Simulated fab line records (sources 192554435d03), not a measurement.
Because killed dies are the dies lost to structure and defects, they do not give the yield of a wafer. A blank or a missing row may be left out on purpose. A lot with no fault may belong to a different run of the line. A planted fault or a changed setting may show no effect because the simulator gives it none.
Matching of chambers | flow n5_finfet | 4 sister chambers for N5_HKMG_FIN_ALD_91 on ald_metal-03
The step deposits TiN, target thk 1 nm, pulse time 1 s, purge time 3 s. 4 wafers are shown with their chamber, then 7 later ones without.

== WAFERS WITH THEIR CHAMBER ==
wafer  | chamber | heater_power_w (W)
L082.4 | 2       | 892
L087.3 | 3       | 981
L089.4 | 1       | 803
L089.5 | 0       | 1126

== WAFERS WITH NO CHAMBER GIVEN ==
wafer  | heater_power_w (W)
L089.6 | 956
L092.1 | 892
L092.2 | 1083
L092.3 | 794
L093.1 | 809
L093.2 | 1106
L093.3 | 885

== WHICH CHAMBER EACH WENT THROUGH ==
wafer  | from the rows above     | in truth
L089.6 | can't be placed: 3 or 2 | 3
L092.1 | 2                       | 2
L092.2 | 0                       | 0
L092.3 | 1                       | 1
L093.1 | 1                       | 1
L093.2 | 0                       | 0
L093.3 | 2                       | 2
6 of 7 placed correctly. Cannot be placed on the basis of these rows: 1; the candidates contain the true chamber in 1. 0 placed wrongly.
How it was worked out, from the rows above alone: a wafer's distance from a chamber is the root of the sum, over the readings, of the square of ((its reading less the chamber's mean) divided by the reading's scatter). The wafer belongs to the nearest chamber; if the next one is less than 2 further off, it can't be placed. For every chamber, the mean is computed from those of its wafers that are shown. The scatter (one wafer shown for each chamber): square how far every hidden wafer sits from the nearest shown wafer, average those squares and take the square root.
